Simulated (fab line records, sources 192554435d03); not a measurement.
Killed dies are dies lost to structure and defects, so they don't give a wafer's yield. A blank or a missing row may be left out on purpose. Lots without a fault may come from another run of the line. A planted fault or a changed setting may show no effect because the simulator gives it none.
Problem report in the 8D (eight disciplines) form, filled by code | flow n5_finfet | the parts of the form that need people (team, actions taken, sign-off) are left out

1. THE PROBLEM
rf_fwd_power_W at N5_BEOL_M0_SAQP_CUT_ETCH_46 reads a mean of 1040.8 W on 2 wafers of 2 lots; wafers without a fault read 837.3 W with a standard deviation of 2.7. That is +75 standard deviations from the usual mean.
The step: etches SOC in N2/H2, target depth 135 nm, overetch 27 nm, time 202.5 s.
First seen on wafer L495.6, day 10 07:37, on rie_diel-05. The record holds 24 wafers of 8 lots with a number at this step. Rule for "out", or "out of limits": more than 4 standard deviations from the usual mean. The other wafers with a number count as sound.

2. WHAT IT IS AND WHAT IT IS NOT
question                    | is                       | is not
which readings at this step | rf_fwd_power_W, rf_vpp_V | chamber_pressure_mTorr, drypump_motor_current_A, showerhead_plenum_p_Torr, throttle_valve_pct
which lots                  | L495, L496               | L481, L482, L485, L494, L498, L500
which wafers of those lots  | L495.6, L496.4           | L495.1, L495.4, L496.3, L496.6
read on which tools         | rie_diel-05              | rie_diel-01, rie_diel-03
when                        | from day 10 07:37        | up to then (14 sound wafers); but 8 sound wafers of L496, L498, L500 came after

3. SUSPECTS, AND WHAT RULES EACH OUT
Counting: a tool at a process step up to the reading stays a suspect if it ran every lot that is out. Sound lots after the first of them don't rule it out here, since some wafers of a struck lot are sound.
- ald_sin-04 at N5_BEOL_M0_SAQP_SPACER2_ALD_26 (deposits SiO2, target thk 15 nm, pulse time 1 s, purge time 2 s): kept. It ran every lot that is out, first L495 (day 10 06:19); its last sound lot up to then is L485 (day 7 15:41).
- rie_diel-05 at N5_BEOL_M0_SAQP_SPACER2_ETCHBACK_27 (etches SiO2 in CHF3/O2, target depth 22.5 nm, time 11.25 s): kept. It ran every lot that is out, first L495 (day 10 06:54); its last sound lot up to then is L494 (day 9 23:28).
- rie_diel-05 at N5_BEOL_M0_SAQP_CUT_ETCH_46 (etches SOC in N2/H2, target depth 135 nm, overetch 27 nm, time 202.5 s): kept. It ran every lot that is out, first L495 (day 10 07:37); its last sound lot up to then is L485 (day 7 16:56). Its own readings are out on those wafers: rf_fwd_power_W, rf_vpp_V.
- Within rie_diel-05 at N5_BEOL_M0_SAQP_CUT_ETCH_46: the wafers that are out ran in chamber 1; their sound lot-mates ran in chambers 0, 3.
Left after counting: ald_sin-04 at N5_BEOL_M0_SAQP_SPACER2_ALD_26, rie_diel-05 at N5_BEOL_M0_SAQP_SPACER2_ETCHBACK_27, rie_diel-05 at N5_BEOL_M0_SAQP_CUT_ETCH_46.

4. THE CAUSE (what the simulator had put in)
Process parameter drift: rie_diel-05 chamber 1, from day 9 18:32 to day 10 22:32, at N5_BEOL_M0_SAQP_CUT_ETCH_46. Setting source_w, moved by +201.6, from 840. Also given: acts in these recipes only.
Counting left 3 suspects, and this tool is among them.

5. THE CHAIN OF EFFECTS, in route order
Each row: a reading whose mean over the struck wafers that have a number lies more than 3 standard deviations from the usual. Only readings for which the record gives a usual standard deviation are gone through. hours: the time from each lot's start at the first step in this table that gives one to its start at this step, as a median over the lots. sigmas: the change in usual standard deviations.
hours | step                        | reading        | usual   | on struck wafers | change | sigmas
0     | N5_BEOL_M0_SAQP_CUT_ETCH_46 | rf_fwd_power_W | 837.3 W | 1040.8           | +203.5 | +75
0     | N5_BEOL_M0_SAQP_CUT_ETCH_46 | rf_vpp_V       | 524.0 V | 487.9            | -36.1  | -23
The process steps in it:
- N5_BEOL_M0_SAQP_CUT_ETCH_46: etches SOC in N2/H2, target depth 135 nm, overetch 27 nm, time 202.5 s.
Later measuring or inspecting steps at which every struck wafer that the step has a row for has a number for every such reading, and none has moved that far: N5_BEOL_M4_RC_MEAS_101.

6. WHAT WOULD HAVE CAUGHT IT SOONER
In this record the first reading out of limits was taken at day 10 07:37, 13 hours after the fault began at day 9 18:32.
